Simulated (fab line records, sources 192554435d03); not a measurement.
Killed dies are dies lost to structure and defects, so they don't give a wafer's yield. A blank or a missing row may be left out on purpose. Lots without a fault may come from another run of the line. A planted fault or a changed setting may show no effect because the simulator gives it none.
Chamber matching | flow n5_finfet | N5_BEOL_M12_ETCH_59 on rie_diel-06: 4 sister chambers
The step etches BARC in N2/H2, target depth 89 nm, overetch 26.7 nm, time 67.9 s. 4 wafers are shown with their chamber, then 12 later ones without.

WAFERS WITH THEIR CHAMBER
wafer  | chamber | drypump_motor_current_A (A)
L083.2 | 0       | 5.3
L091.1 | 3       | 5.0
L091.4 | 2       | 5.4
L091.6 | 1       | 5.9

WAFERS WITHOUT THEIR CHAMBER
wafer  | drypump_motor_current_A (A)
L090.1 | 5.3
L090.3 | 5.9
L090.6 | 5.4
L095.2 | 4.9
L095.4 | 5.3
L095.5 | 5.0
L097.1 | 5.9
L097.2 | 5.4
L097.3 | 4.9
L097.4 | 5.9
L097.5 | 5.0
L097.6 | 5.4

WHICH CHAMBER EACH WENT THROUGH
wafer  | from the rows above | in truth
L090.1 | 0                   | 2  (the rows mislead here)
L090.3 | 1                   | 1
L090.6 | 2                   | 2
L095.2 | 3                   | 3
L095.4 | 0                   | 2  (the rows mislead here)
L095.5 | 3                   | 3
L097.1 | 1                   | 1
L097.2 | 2                   | 2
L097.3 | 3                   | 3
L097.4 | 1                   | 1
L097.5 | 3                   | 3
L097.6 | 2                   | 2
Placed correctly: 10 of 12. Can't be placed from these rows: 0. Placed wrongly: 2.
How it was worked out, from the rows above alone: a wafer's distance from a chamber is the root of the sum, over the readings, of the square of ((its reading less the chamber's mean) divided by the reading's scatter). The wafer belongs to the nearest chamber; if the next one is less than 2 further off, it can't be placed. A chamber's mean is the mean of its shown wafers. The scatter: with one shown wafer a chamber, the root of the mean of the squares of how far each hidden wafer lies from its nearest shown one.
